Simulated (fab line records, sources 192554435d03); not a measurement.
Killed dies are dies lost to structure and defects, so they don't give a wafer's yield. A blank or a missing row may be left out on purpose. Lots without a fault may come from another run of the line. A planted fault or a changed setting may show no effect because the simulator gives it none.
Which tool did it? | flow n5_finfet | 14 lots, 40 wafers sampled, at 2 steps of a route of 1938

WHAT THE GAUGES READ, wafer by wafer
N5_SD_EPI_P_EPI_MEAS_23. Usual: thk_nm 60.9 nm, standard deviation 1.3.
lot  | measured    | on            | thk_nm (nm)    | flag
L702 | day 3 10:57 | film_metro-02 | 62.7 58.8 60.5 |
L703 | day 3 14:32 | film_metro-01 | 59.1 60.8 60.0 |
L704 | day 3 20:38 | film_metro-02 | 61.7 62.0 61.4 |
L706 | day 4 14:56 | film_metro-02 | 62.0 58.4 58.6 |
L707 | day 4 16:05 | film_metro-01 | 59.6 60.6 58.4 |
L708 | day 4 21:25 | film_metro-02 | 57.9 59.3      |
L710 | day 5 09:32 | film_metro-01 | 62.1 63.3 59.2 |
L711 | day 5 15:53 | film_metro-02 | 60.2 63.0 61.0 |
L712 | day 6 01:15 | film_metro-01 | 60.9 59.2 61.7 |
L713 | day 6 06:41 | film_metro-02 | 59.2 59.7 62.1 |
L715 | day 6 16:01 | film_metro-01 | 62.1 62.3 63.5 |
L718 | day 7 17:54 | film_metro-01 | 63.0 63.7      |
L723 | day 8 15:18 | film_metro-02 | 62.9 61.7 60.8 |
L724 | day 8 22:46 | film_metro-02 | 61.2 62.1 61.2 |

N5_ILD0_THK_MEAS_04. Usual: thk_nm 196.9 nm, standard deviation 1.1.
lot  | measured    | on            | thk_nm (nm)       | flag
L702 | day 3 14:51 | film_metro-02 | 196.3 195.4 197.9 |
L703 | day 3 18:10 | film_metro-02 | 198.0 197.2 199.0 |
L704 | day 4 00:15 | film_metro-01 | 197.9 198.0 197.9 |
L706 | day 4 18:35 | film_metro-02 | 196.0 197.5 196.0 |
L707 | day 4 19:57 | film_metro-01 | 196.3 196.0 197.2 |
L708 | day 5 01:10 | film_metro-01 | 196.5 197.1       |
L710 | day 5 13:20 | film_metro-02 | 197.6 196.5 195.9 |
L711 | day 5 20:00 | film_metro-02 | 196.2 197.7 195.5 |
L712 | day 6 05:15 | film_metro-01 | 196.6 195.3 197.3 |
L713 | day 6 10:18 | film_metro-02 | 196.7 194.6 197.2 |
L715 | day 6 20:04 | film_metro-01 | 196.3 195.3 195.9 |
L718 | day 7 21:41 | film_metro-02 | 196.6 197.9       |
L723 | day 8 19:04 | film_metro-02 | 197.7 197.3 197.1 |
L724 | day 9 02:24 | film_metro-01 | 196.5 195.3 196.2 |

WHICH TOOL RAN EACH LOT (tool, then ch and the chambers of the sampled wafers, then the start)
The record holds no process step before these readings.

WHAT THE TOOLS THEMSELVES READ (means of the sampled wafers that have a number; where no wafer has one, the mark that the record gives instead)
The record holds no such reading with a usual standard deviation.

THE ANSWER, worked out from the rows above alone
Rule: a lot is off if the mean of its wafers that have a number lies more than 3 standard deviations from the usual mean. A lot without any number at a reading at which 4 lots or more have one is off too. The other lots that the step has rows for count as sound. The gauges are gone through in route order, then the tools' own readings, and for those a lot's mean is taken as printed above. The first step at which some lot is off is used, and at that step the reading that is off furthest; a lot without a number counts as furthest.
No lot is off at any reading shown: from this, nothing can be told.

WHAT THE SIMULATOR HAD PUT IN
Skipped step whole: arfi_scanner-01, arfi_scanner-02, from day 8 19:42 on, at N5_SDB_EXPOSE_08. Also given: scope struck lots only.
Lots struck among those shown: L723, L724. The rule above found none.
